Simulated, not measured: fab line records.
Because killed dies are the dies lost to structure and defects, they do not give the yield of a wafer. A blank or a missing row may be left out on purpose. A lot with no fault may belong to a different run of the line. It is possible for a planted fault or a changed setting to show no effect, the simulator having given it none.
What tool caused it? | flow nand_harc | Sampling: 6 lots, 18 wafers, 3 of 1159 route steps

== WHAT THE GAUGES READ, wafer by wafer ==
NHARC_END_SORT_01.
lot  | measured     | on        | sort_bin_3_pct (%)
L487 | day 19 14:13 | prober-02 | 0 0.15 0
L486 | day 20 15:15 | prober-02 | 0.15 0.15 0.44
L493 | day 23 04:03 | prober-02 | 0.59 2.66 1.18
L502 | day 24 05:48 | prober-02 | 0.30 0.15 0.30

== TOOL THAT RAN EACH LOT (tool first, then ch and the chambers of the sampled wafers, then the start) ==
lot  | NHARC_A_M1_PRE_CLEAN_30      | NHARC_THIN_TSV_DEP_43
L483 | pvd_sputter-03, day 17 23:43 | pecvd-02 ch 0,2, day 18 23:51
L487 | pvd_sputter-02, day 18 07:47 | pecvd-03 ch 0,1,2, day 19 01:06
L486 | pvd_sputter-01, day 19 02:52 | pecvd-03 ch 1,2, day 19 22:25
L493 | pvd_sputter-03, day 21 17:43 | pecvd-01 ch 0,1, day 22 12:51
L497 | pvd_sputter-02, day 21 19:15 | pecvd-01 ch 0,2, day 22 14:03
L502 | pvd_sputter-01, day 22 21:29 | pecvd-02 ch 0,1, day 23 13:37
- NHARC_A_M1_PRE_CLEAN_30: time 30 s.
- NHARC_THIN_TSV_DEP_43: deposits SiO2, target thk 1328.5 nm.

== THE ANSWER, worked out from the rows above alone ==
Rule: the usual values come from the lots themselves. Put in order of their means at a reading, lots are off if they are a third of the lots or fewer, leave a main group of 4 or more, and stand apart from it by a gap of 3 or more times the standard deviation of the main group's means; of several such gaps the widest counts. A main group is skipped when, at the precision printed for the reading in the tables above, its means are all equal. Also off: a lot with no number at a reading for which 4 or more lots have one. The other lots that the step has rows for count as sound.
Across all readings shown, no lot is off: no conclusion can be drawn from this.

== WHAT WAS PUT IN BY THE SIMULATOR ==
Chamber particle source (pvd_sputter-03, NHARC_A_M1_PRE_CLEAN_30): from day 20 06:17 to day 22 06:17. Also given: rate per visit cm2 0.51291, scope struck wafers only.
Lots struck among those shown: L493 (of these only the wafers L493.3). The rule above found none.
